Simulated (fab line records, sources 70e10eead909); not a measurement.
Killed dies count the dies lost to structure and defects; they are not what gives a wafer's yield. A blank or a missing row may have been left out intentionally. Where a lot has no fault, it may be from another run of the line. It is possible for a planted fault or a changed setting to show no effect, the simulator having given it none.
A lot that was struck, set against a sound lot    flow nandHarc    14 steps out of a route of 1159
Sound: wafers L642.2, L642.4, L642.6. The struck wafers were L659.2, L659.5, L659.6. At the end, the cause is stated.
Per side, at each step with rows, come the tool, then ch with its chambers, and then its first start. Under that, the readings that differ: sound wafers    struck wafers    difference of the means    sigmas: that difference in standard deviations of wafers without a fault.
alike: same words and numbers on both sides, and readings whose means sit less than 2 such deviations apart. not compared: any withheld reading, any reading some wafer has no value for, any bound like >300 that may hide the same value, and any number with overlapping values for which the record gives no deviation.
The two part at a step that has a row with sigmas, a row that says differs or no value, or rows on one side only. When numbers do not overlap yet have no deviation, they are printed without sigmas and do not part them. A reading that every wafer of one side lacks parts them only if that side has two wafers or more.

NHARC_A_SOURCE_PLATE_THK_MEAS_06: measures by ellipsometry.
  sound: filmMetro-01 at day 8 07:07; struck: filmMetro-02 at day 12 05:16
reading     sound              struck             difference  sigmas
thkNm (nm)  196.0 196.8 196.9  203.9 201.6 200.8  +5.5        +2
NHARC_A_SOURCE_PLATE_INSPECT_08:
  sound: defectInspect-02 at day 8 07:10; struck: defectInspect-01 at day 12 05:20
  alike: rawDefectCount
following that, 1 step holds no rows for these wafers, namely NHARC_A_ONON_D1_DEP_00 (target thickness 1000 nm).
NHARC_A_ONON_D1_THK_MEAS_02: measures by ellipsometry.
  sound: filmMetro-01 at day 8 07:45; struck: filmMetro-02 at day 12 05:55
  alike: thkNm
following that, 1 step holds no rows for these wafers, namely NHARC_A_ONON_D1_DEP_03 (target thickness 1000 nm).
NHARC_A_ONON_D1_THK_MEAS_05: measures by ellipsometry.
  sound: filmMetro-01 at day 8 08:19; struck: filmMetro-01 at day 12 06:28
  alike: thkNm
following that, 1 step holds no rows for these wafers, namely NHARC_A_ONON_D1_DEP_06 (target thickness 1000 nm).
NHARC_A_ONON_D1_THK_MEAS_08: measures by ellipsometry.
  sound: filmMetro-01 at day 8 08:53; struck: filmMetro-01 at day 12 07:10
  alike: thkNm
following that, 1 step holds no rows for these wafers, namely NHARC_A_ONON_D1_DEP_09 (target thickness 1000 nm).
NHARC_A_ONON_D1_THK_MEAS_11: measures by ellipsometry.
  sound: filmMetro-02 at day 8 09:27; struck: filmMetro-02 at day 12 07:52
  alike: thkNm
NHARC_A_ONON_D1_DEP_12: target thk 1000 nm.
  sound on pecvdOnon-03 ch 0, day 8 09:34; struck on pecvdOnon-03 ch 0, day 12 08:07
  alike: nh3FlowSccm, sih4FlowSccm
NHARC_A_ONON_D1_THK_MEAS_14: measures by ellipsometry.
  sound: filmMetro-02 at day 8 10:01; struck: filmMetro-01 at day 12 08:34
reading     sound           struck          difference  sigmas
thkNm (nm)  1004 1005 1005  1465 1465 1465  +460        +61
then, 1 step without rows for these wafers: NHARC_A_ONON_D1_ANNEAL_15 (time 3600 s).
-- record jumps: 13 days between struck wafers' starts before vs after; left off in module A_ONON_D1, resumes in module END, first step shown is number 1159 of the route --
NHARC_END_SORT_01:
  at this point the record logs the struck wafers (prober-01 ch 0, day 24 23:09) and has no rows for the sound ones

WHERE THEY PART
Earliest at NHARC_A_SOURCE_PLATE_THK_MEAS_06; latest, in this record, at NHARC_END_SORT_01.

WHY: whatever the simulator had introduced
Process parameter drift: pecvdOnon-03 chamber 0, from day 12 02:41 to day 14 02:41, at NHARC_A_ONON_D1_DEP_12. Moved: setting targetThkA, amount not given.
